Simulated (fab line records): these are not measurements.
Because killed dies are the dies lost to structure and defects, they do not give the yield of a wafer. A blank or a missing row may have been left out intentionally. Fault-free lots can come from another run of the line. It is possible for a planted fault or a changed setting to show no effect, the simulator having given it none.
Split-lot study ; flow n5 finfet ; route with 1938 steps; 7 lots, 21 wafers read

THE SPLIT ITSELF
At N5_BEOL_M15_ETCH_61 (etches BARC in N2/H2, target depth 89 nm, overetch 26.7 nm, time 67.9 s), the setting bias w was moved away from the recipe's 150 W on 8 of the 21 wafers read, by -16.7% to +17.7%. The other wafers ran this setting at the recipe's value.

The split's own step is where the reading is taken.

THE READING
rf vpp V, in V, at N5_BEOL_M15_ETCH_61 (etches BARC in N2/H2, target depth 89 nm, overetch 26.7 nm, time 67.9 s). A value of 524.4 V with a standard deviation of 2.3 V is what fault-free wafers of this fab line usually give.

wafer;tool, chamber at the split;bias w as run, W;against the recipe;rf vpp V, V;against lot-mates on the recipe
L076.3;rie diel-02, 2;135.6;-9.6%;494.8;-32.2
L076.4;rie diel-02, 1;135.6;-9.6%;491.3;-35.7
L076.5;rie diel-02, 3;150;recipe;527.0;-
L079.1;rie diel-05, 2;150;recipe;522.5;-
L079.3;rie diel-05, 1;150;recipe;525.6;-
L079.5;rie diel-05, 1;150;recipe;523.6;-
L084.1;rie diel-02, 3;150;recipe;525.2;-
L084.2;rie diel-02, 2;150;recipe;528.2;-
L084.4;rie diel-02, 0;150;recipe;525.7;-
L085.2;rie diel-05, 3;150;recipe;525.7;-
L085.3;rie diel-05, 0;175.1;+16.7%;574.1;+50.0
L085.4;rie diel-05, 2;150;recipe;522.5;-
L086.2;rie diel-05, 3;176.5;+17.7%;582.8;+60.2
L086.3;rie diel-05, 0;150;recipe;519.8;-
L086.6;rie diel-05, 1;150;recipe;525.3;-
L089.1;rie diel-03, 1;125;-16.7%;465.5;no lot-mate on the recipe
L089.3;rie diel-03, 0;125;-16.7%;465.5;no lot-mate on the recipe
L089.5;rie diel-03, 0;125;-16.7%;464.6;no lot-mate on the recipe
L092.1;rie diel-02, 2;150;recipe;527.7;-
L092.3;rie diel-02, 3;158.2;+5.5%;543.5;+17.0
L092.4;rie diel-02, 1;150;recipe;525.4;-

THE FIT
A straight line over all 21 wafers: rf vpp V changes by +3.37 V for each +1% of bias w; r = +1.00; the points scatter about the line by 2.8 V.
The same after taking each lot's own level away (the mean of its wafers on the recipe; 18 wafers): +3.29 V for each +1%; r = +1.00; scatter 2.2 V.
That fit puts the effect of the largest move of bias w on the reading at 58 V.
Across the lots, their own levels run from 522.55 to 527.00 V, a range of 1.9 times the standard deviation given above.
Hence the lot-to-lot level has little effect on the slope; both slopes agree.
Check: with one of the wafers moved furthest among these (+17.7%) left out of the fit, the line predicts +56 V for it against its lot-mates. Against them it came out at +60.2 V.
Tool readings at the split's step, against how far the setting was moved: rf vpp V r = +1.00.

OTHER SPLITS ON THESE WAFERS
Note: prior to the reading, these wafers also went through further splits. Each is held against what the fit with the lots' levels taken away leaves over:
other split on the same wafers;wafers away from the commonest value;r with rf vpp V (lot level and that fit taken away)
N5_BEOL_M9_DEGAS_44 temp c;4;-0.14
N5_BEOL_M11_PECVD_70 temp c;7;-0.01
N5_BEOL_M12_COAT_58 spin rpm;6;+0.03
N5_BEOL_M12_DESCUM_15 time s;9;+0.33
N5_BEOL_M12_SPUTTER_44 power w;4;+0.17
N5_BEOL_M15_ILD_DEP_00 time s;4;+0.18

THE FILE'S OWN FIT
rf vpp V changes by +3.25 V for each +1% of bias w, r = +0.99.
